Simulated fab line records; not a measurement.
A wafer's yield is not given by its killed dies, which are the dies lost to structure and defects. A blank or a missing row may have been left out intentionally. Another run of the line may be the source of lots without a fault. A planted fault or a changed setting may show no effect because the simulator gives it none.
A struck lot beside a sound one + flow nand_harc + 14 out of 1302 route steps
Sound: these wafers, L275.4, L275.5, L275.6. Wafers L277.1, L277.2, L277.3 were the ones struck. The cause is named last.
For every step that has rows: the tool of each side, followed by ch and its chambers, followed by its first start. Under that, the readings that differ: sound wafers + struck wafers + difference of the means + sigmas: that difference in standard deviations of wafers without a fault.
alike: same words and numbers on both sides, and readings whose means sit less than 2 such deviations apart. not compared: any withheld reading, any reading some wafer has no value for, any bound like >300 that may hide the same value, and any number with overlapping values for which the record gives no deviation.
The two part at a step that has a row with sigmas, a row that says differs or no value, or rows on one side only. Numbers that have no deviation but don't overlap get no sigmas and don't part them. Lack of a reading on every wafer of one side parts them only where that side has two or more wafers.

first, 1 step without rows for these wafers: NHARC_A_CHANNEL_HOLE_D1_SRD_29.
NHARC_A_CHANNEL_HOLE_D1_CD_MEAS_30:
  sound on cd_sem-01 at day 9 21:25; struck on cd_sem-01 at day 10 18:49
  alike: cd_nm
after that, 1 step had no rows for these wafers: NHARC_A_CHANNEL_HOLE_D1_XSEM_31.
NHARC_A_CHANNEL_HOLE_D1_INSPECT_40:
  sound on defect_inspect-01 at day 9 21:36; struck on defect_inspect-02 at day 10 19:00
  alike: raw_defect_count
then, 2 steps without rows for these wafers: NHARC_A_CHANNEL_FILL_D1_PRECLEAN_00 (cleans in SC1); NHARC_A_CHANNEL_FILL_D1_SRD_01.
NHARC_A_CHANNEL_FILL_D1_ALD_02: deposits SiO2, target thk 6 nm, pulse time 10 s, ald cycles 60.
  sound on ald_hk-02 ch 1,2,3, day 9 22:01; struck on ald_hk-04 ch 0,1,3, day 10 19:16
  alike: heater_power_w, precursor_pulse_height_rel
NHARC_A_CHANNEL_FILL_D1_ALD_03: deposits SiNx, target thk 6 nm, pulse time 60 s, ald cycles 58.
  sound: ald_sin_batch-03 ch 0; struck: ald_sin_batch-01 ch 0
  alike: chamber_pressure_Torr, precursor_pulse_height_rel
NHARC_A_CHANNEL_FILL_D1_ALD_14: deposits SiO2, target thk 2.5 nm, pulse time 10 s, ald cycles 25.
  sound on ald_hk-02 ch 0,2,3, day 10 04:56; struck on ald_hk-04 ch 0,1,3, day 11 02:13
  alike: heater_power_w, precursor_pulse_height_rel
NHARC_A_CHANNEL_FILL_D1_ALD_15: deposits SiNx, target thk 2 nm, pulse time 60 s, ald cycles 19.
  sound: ald_sin_batch-03 ch 0; struck: ald_sin_batch-01 ch 0
  alike: chamber_pressure_Torr, precursor_pulse_height_rel
then, 2 steps without rows for these wafers: NHARC_A_CHANNEL_FILL_D1_ALD_16 (deposits SiO2, target thk 1.5 nm, pulse time 10 s, ald cycles 15); NHARC_A_CHANNEL_FILL_D1_ANNEAL_17 (time 1800 s).
NHARC_A_CHANNEL_FILL_D1_CVD_18: deposits poly-Si, target thk 3 nm.
  sound on lpcvd_poly-04 ch 0, day 10 19:50; struck on lpcvd_poly-01 ch 0, day 11 20:50
| reading                | sound          | struck         | difference | sigmas |
|------------------------|----------------|----------------|------------|--------|
| zone_power_top_pct (%) | 15.9 15.8 15.9 | 16.7 17.1 17.0 | +1.1       | +2     |
  alike: spike_tc_centre_C
NHARC_A_CHANNEL_FILL_D1_ETCHBACK_19: etches the open film in HBr/Cl2, target depth 5 nm, time 1.7 s.
  sound on rie_si-04 ch 0,1,3, day 10 21:56; struck on rie_si-04 ch 0,1,3, day 11 23:15
  alike: drypump_motor_current_A, oes_product_au, throttle_valve_pct
  not compared: rf_hours_counter_h

## WHERE THEY PART
NHARC_A_CHANNEL_FILL_D1_CVD_18 only, going by this record. Later steps at which nothing parts them and some readings are alike: NHARC_A_CHANNEL_FILL_D1_ETCHBACK_19.

WHY: what had been put in by the simulator
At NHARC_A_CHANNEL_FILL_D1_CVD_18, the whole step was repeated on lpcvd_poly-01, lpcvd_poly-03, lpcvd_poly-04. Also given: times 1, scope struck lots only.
